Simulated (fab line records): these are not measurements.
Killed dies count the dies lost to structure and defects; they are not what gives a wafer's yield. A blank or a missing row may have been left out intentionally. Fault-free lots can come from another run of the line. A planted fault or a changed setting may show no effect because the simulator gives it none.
Struck lot and sound lot, side by side / flow n5 finfet / 37 steps out of a route of 1938
Sound: wafers L592.2, L592.3, L592.4. Wafers struck: L596.2, L596.4, L596.6. The cause is named last.
Each step with rows lists, per side, the tool, then ch with its chambers, then its first start. Under that, the readings that differ: sound wafers / struck wafers / difference of the means / sigmas: that difference in standard deviations of wafers without a fault.
alike: words and numbers the same on both sides, and readings whose means are apart by under 2 such deviations; not compared: readings that were withheld, readings missing a value for some wafer, numbers with overlapping values and no deviation given by the record, and bounds like >300 which may hide the same value.
A row with sigmas, a row that says differs or no value, or rows on one side alone: a step with any of these is where the two part. When numbers do not overlap yet have no deviation, they are printed without sigmas and do not part them. A reading missing from all wafers of one side parts the sides only when that side holds two or more wafers.

first, 9 steps without rows for these wafers: N5_BEOL_M4_ANNEAL_95 (time 240 s); N5_BEOL_M4_SPUTTER_96 (material Cu, target thk 4.5 nm, time 8.29 s); N5_BEOL_M4_ECD_50 (material Cu, target thk 300 nm); N5_BEOL_M4_ANNEAL_51 (time 90 s); N5_BEOL_M4_CMP_52 (polishes, stops on SiOC, t overpolish 6.8 s, target thk 40 nm); N5_BEOL_M4_PRE_CLEAN_60 (time 15 s); N5_BEOL_M4_CO_CAP_55 (material Co, precursor CCTBA/H2, target thk 2 nm, time 102.1 s); N5_BEOL_M4_PRE_CLEAN_56 (time 15 s); N5_BEOL_M4_DEP_57 (deposits SiCN from 3MS/NH3, target thk 8 nm, time 14 s).
N5_BEOL_M4_RC_MEAS_101:
  sound on prober-01 ch 0, day 9 00:53; struck on prober-01 ch 0, day 10 03:56
reading=DIBL_P (mV/V); sound=34.2 28.3 30.9; struck=36.8 34.1 38.6; difference=+5.4; sigmas=+2
  alike: DIBL_N, IOFF_N, IOFF_P, ION_N, ION_P, SS_N, SS_P, VT_N, VT_P
then, 24 steps without rows for these wafers: N5_BEOL_M5_ILD_DEP_00 (deposits SiCOH lowk from DEMS/porogen, target thk 140.64 nm, time 25.9 s); N5_BEOL_M5_CURE_79 (cures SiCOH lowk, time 240 s); N5_BEOL_M5_PECVD_70 (deposits SiO2 from TEOS/O2, target thk 16 nm, time 18 s); N5_BEOL_M5_HM_DEP_02 (deposits TiN, target thk 20 nm); N5_BEOL_M5_COAT_59 (time 60 s, resist thk 60 nm); N5_BEOL_M5_COAT_60 (time 60 s, resist thk 12 nm); N5_BEOL_M5_COAT_71 (time 60 s, resist thk 5 nm); N5_BEOL_M5_COAT_05 (resist thk 30 nm); N5_BEOL_M5_EBR_07; N5_BEOL_M5_SOFTBAKE_06 (time 60 s); N5_BEOL_M5_EXPOSE_08 (exposes mask M5, target cd 28 nm); N5_BEOL_M5_PEB_09 (peb time 60 s); N5_BEOL_M5_DEVELOP_10 (develop time 30 s); N5_BEOL_M5_DESCUM_16 (chemistry O2, time 7 s); N5_BEOL_M5_ETCH_72 (etches underlayer in N2/H2, target depth 6.5 nm, time 5.2 s); N5_BEOL_M5_ETCH_61 (etches SiARC in CF4, target depth 15.6 nm, time 26 s); N5_BEOL_M5_ETCH_62 (etches SOC in N2/H2, target depth 75 nm, overetch 15 nm, time 112.5 s); N5_BEOL_M5_STRIP_63 (strips in N2/H2); N5_BEOL_M5_STRIP_73 (strips in N2/H2); N5_BEOL_M5_STRIP_64 (strips in CF4); N5_BEOL_M5_HM_OPEN_17 (chemistry Cl2/BCl3, target TiN, target depth 20 nm, overetch 6 nm); N5_BEOL_M5_STRIP_19 (strips in O2); N5_BEOL_M5_COAT_65 (time 60 s, resist thk 60 nm); N5_BEOL_M5_COAT_66 (time 60 s, resist thk 12 nm).
N5_BEOL_M7_CVD_78: deposits Co from CCTBA/H2, target thk 2 nm, time 142.3 s.
  sound on cvd co-01 ch 0,2, day 10 02:27; struck on cvd co-01 ch 0,1,2, day 11 09:11
  no value came back on the struck wafers for chamber pressure Torr (Torr), run length s (s); on the sound wafers chamber pressure Torr (Torr) reads 29.98 29.99 29.95
N5_BEOL_M7_CMP_52: polishes, stops on SiCOH lowk, t overpolish 6.9 s, target thk 80 nm.
  sound on cmp-03 ch 0,2,3, day 10 03:17; struck on cmp-04 ch 1,2, day 11 10:35
reading=barrier field endpoint s (s); sound=28.8 28.4 27.8; struck=26.9 26.8 26.6; difference=-1.6; sigmas=-2
  alike: clearing platen down force psi, motor current A
-- record jumps: 3 days separate the struck wafers' starts on either side; left off in module BEOL_M7, taken up again in module PASSIVATION, whose first shown step is the route's number 1936 --
N5_PASSIVATION_PROBE_49:
  sound: prober-01 at day 13 03:56; struck: prober-02 at day 14 13:38
reading=defect limited yield (%); sound=88.4 88.4 89.6; struck=16.5 18.8 16.8; difference=-71.4; sigmas=-45
reading=killed_at_M4_up; sound=17 9 16; struck=865 881 906; difference=+870; sigmas=+99 or more
reading=killed dies; sound=137 137 123; struck=985 958 982; difference=+843; sigmas=+47
reading=killed on rim; sound=20 17 16; struck=105 87 152; difference=+97; sigmas=+23
reading=sort_bin_5_function (%); sound=6.9 6.3 5.6; struck=70.3 68.7 70.7; difference=+63.6; sigmas=+66
reading=sort_bin_6_memory (%); sound=4.3 4.9 4.6; struck=12.8 12.1 12.2; difference=+7.8; sigmas=+10
reading=sort n pass; sound=1043 1043 1036; struck=195 222 198; difference=-836; sigmas=-42
reading=sort yield pct (%); sound=88.4 88.4 87.8; struck=16.5 18.8 16.8; difference=-70.8; sigmas=-42
  alike: killed_at_M0_to_M3, killed at contacts, killed at front end, killed at other, killed open, killed short, sort_bin_8_speed

== WHERE THEY PART ==
First at N5_BEOL_M4_RC_MEAS_101; last, within this record, at N5_PASSIVATION_PROBE_49.

WHY: whatever the simulator had introduced
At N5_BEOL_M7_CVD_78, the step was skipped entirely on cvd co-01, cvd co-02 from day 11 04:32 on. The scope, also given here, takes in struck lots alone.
